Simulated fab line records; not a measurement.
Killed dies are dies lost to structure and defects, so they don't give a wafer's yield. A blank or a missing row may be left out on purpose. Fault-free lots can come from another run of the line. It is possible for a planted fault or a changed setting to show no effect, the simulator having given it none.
Struck lot and sound lot, side by side    flow n5-finfet    34 out of 1938 route steps
Sound: the wafers L481.2, L481.3, L481.4. The struck wafers were L487.2, L487.4, L487.6. The cause is given at the end.
Each step with rows lists, per side, the tool, then ch with its chambers, then its first start. Under that, the readings that differ: sound wafers    struck wafers    difference of the means    sigmas: that difference in standard deviations of wafers without a fault.
alike: readings whose means differ by less than 2 such deviations, and words and numbers that are the same on both sides. not compared: withheld readings, readings that some wafer has no value for, bounds like >300 that may hide the same value, and numbers for which the record gives no deviation and whose values overlap.
A row with sigmas, a row that says differs or no value, or rows on one side alone: a step with any of these is where the two part. When numbers do not overlap yet have no deviation, they are printed without sigmas and do not part them. A reading that every wafer of one side lacks parts them only if that side has two wafers or more.

first, 9 steps without rows for these wafers: N5_SD_EPI_P_DEVELOP_08 (develop time 30 s); N5_SD_EPI_P_DESCUM_14 (chemistry O2, time 7.9 s); N5_SD_EPI_P_ETCH_36 (etches SiARC in CF4, target depth 45.5 nm, time 75.8 s); N5_SD_EPI_P_ETCH_37 (etches SOC in N2/H2, overetch 108 nm, time 486 s); N5_SD_EPI_P_STRIP_38 (strips in N2/H2); N5_SD_EPI_P_ETCHBACK_46 (etches SiNx in CH3F/O2, stops on SiO2, target depth 17.5 nm); N5_SD_EPI_P_ETCH_47 (etches SiOCN in CH3F/O2, target depth 25 nm); N5_SD_EPI_P_ETCH_16 (etches SiO2 in CHF3/O2, target depth 5 nm); N5_SD_EPI_P_STRIP_50 (strips in CHF3/O2).
N5_SD_EPI_P_SD_RECESS_17: chemistry HBr/Cl2/O2, target depth 39.1 nm, bt time 3 s.
  sound on rie-si-06 ch 0,1,2, day 4 00:13; struck on rie-si-06 ch 1,3, day 5 16:55
  no value came back on the struck wafers for any of 7 readings (HBr_flow_sccm (sccm), O2_flow_sccm (sccm) and others); on the sound wafers HBr_flow_sccm (sccm) reads 150.2 149.4 150.5
then, 22 steps without rows for these wafers: N5_SD_EPI_P_WET_ETCH_45 (etches SiO2 in dHF, time 10.7 s, target depth 2 nm, rinse time 30 s); N5_SD_EPI_P_STRIP_40 (strips in N2/H2); N5_SD_EPI_P_PRECLEAN_52 (cleans in O3/DIW, time 60 s); N5_SD_EPI_P_SRD_20 (time 30 s); N5_SD_EPI_P_PRECLEAN_51 (cleans in NF3:NH3, afs cycles 1, time 20 s, sublimation time 60 s); N5_SD_EPI_P_VAPOR_ETCH_44 (etches SiGe30 in NF3/Ar, time 3.3 s); N5_SD_EPI_P_EPI_21 (deposits SiGe:B, time 355 s); N5_SD_EPI_P_HM_STRIP_48 (strips SiNx in H3PO4, material SiNx, target depth 3 nm); N5_SD_EPI_P_SRD_49 (time 30 s); N5_SD_EPI_P_PRECLEAN_24 (cleans in O3/DIW, time 45 s); N5_SD_EPI_P_PRECLEAN_32 (cleans in dHF, time 10 s); N5_SD_EPI_P_PRECLEAN_33 (cleans in SC2, time 45 s); N5_SD_EPI_P_SRD_25 (time 30 s); N5_SD_ACTIVATION_RTA_00 (time 0 s); N5_SD_ACTIVATION_LSA_01 (time 0.0008 s); N5_ILD0_LINER_00 (material SiNx, target thk 4 nm, pulse time 1 s, purge time 2 s); N5_ILD0_FCVD_FILL_01 (material SiO2 flowable, target thk 200 nm, time 328.3 s); N5_ILD0_CURE_02 (time 1800 s); N5_ILD0_CMP_03 (polishes, stops on SiNx, t overpolish 1.9 s, target thk 197.38 nm); N5_ILD0_CMP_07 (polishes SiO2 flowable, stops on poly-Si, t overpolish 1.18 s, target thk 138.88 nm); N5_ILD0_PRECLEAN_10 (cleans in NF3:NH3, afs cycles 5, time 20 s, sublimation time 60 s); N5_ILD0_ALD_15 (deposits SiNx, target thk 24 nm, pulse time 1 s, ald cycles 480).
-- the record jumps here: 7 days lie between the struck wafers' starts before and after (it left off in module ILD0 and takes up again in module BEOL_M4, whose first step shown is number 1111 of the route) --
N5_BEOL_M4_RC_MEAS_101:
  sound on prober-02 ch 0, day 10 10:49; struck on prober-02 ch 0, day 12 13:22
reading              sound                    struck                   difference  sigmas
CJ_P                 5.76 5.98 5.86           1.93 1.97 1.93           -3.92       -19
DIBL_P (mV/V)        38.6 35.3 38.4           27.0 25.3 28.5           -10.5       -5
IOFF_P (nA/um)       0.24 0.19 0.23           0.02 0.02 0.03           -0.20       -6
IOFF_P_85C (nA/um)   4.1 3.5 4.0              0.6 0.5 0.6              -3.3        -7
IOFF_P_LIN (nA/um)   0.106 0.092 0.103        0.015 0.014 0.016        -0.085      -7
IOFF_P_LONG (nA/um)  9.9e-05 0.000106 0.0001  8.2e-05 8.1e-05 8.2e-05  -2.0e-05    -3
ION_P (uA/um)        460 460 453              180 178 181              -278        -39
REXT_P (ohm.um)      100.1 97.8 101.5         148.4 149.4 148.3        +48.9       +19
SS_P (mV/dec)        73.2 72.9 74.3           71.2 71.4 71.9           -2.0        -3
VT_P (mV)            -249 -252 -251           -303 -305 -303           -53         -16
VT_P_LVT (mV)        -96.6 -98.6 -97.6        -151.3 -152.5 -148.8     -53.3       -20
  alike: DIBL_N, IOFF_N, ION_N, SS_N, VT_N
-- record jumps: 4 days separate the struck wafers' starts on either side; left off in module BEOL_M4, taken up again in module PASSIVATION, whose first shown step is the route's number 1936 --
N5_PASSIVATION_PROBE_49:
  sound on prober-02 at day 14 11:25; struck on prober-02 at day 16 18:31
reading                   sound           struck             difference  sigmas
defect-limited-yield (%)  88.3 90.8 89.2  93.5 92.7 93.6     +3.8        +3
killed_at_M0_to_M3        49 45 51        21 22 20           -27         -3
killed-at-front-end       65 36 57        27 32 31           -23         -2
killed-dies               138 108 127     77 86 76           -45         -3
killed-short              61 40 40        24 18 25           -25         -3
sort_bin_6_memory (%)     4.6 3.8 4.5     1.7 2.9 2.4        -2.0        -3
sort_bin_8_speed (%)      0 0 0           93.47 92.71 93.56  +93.25      +99 or more
sort-n-pass               1042 1072 1053  0 0 0              -1056       -62
sort-yield-pct (%)        88.3 90.8 89.2  0 0 0              -89         -64
  alike: killed_at_M4_up, killed-at-contacts, killed-at-other, killed-on-rim, killed-open, sort_bin_5_function

WHERE THEY PART
At N5_SD_EPI_P_SD_RECESS_17 first; at N5_PASSIVATION_PROBE_49 last (within this record only).

WHY: what had been put in by the simulator
Skipped step whole: rie-si-06, from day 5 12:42 on, at N5_SD_EPI_P_SD_RECESS_17. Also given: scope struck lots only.
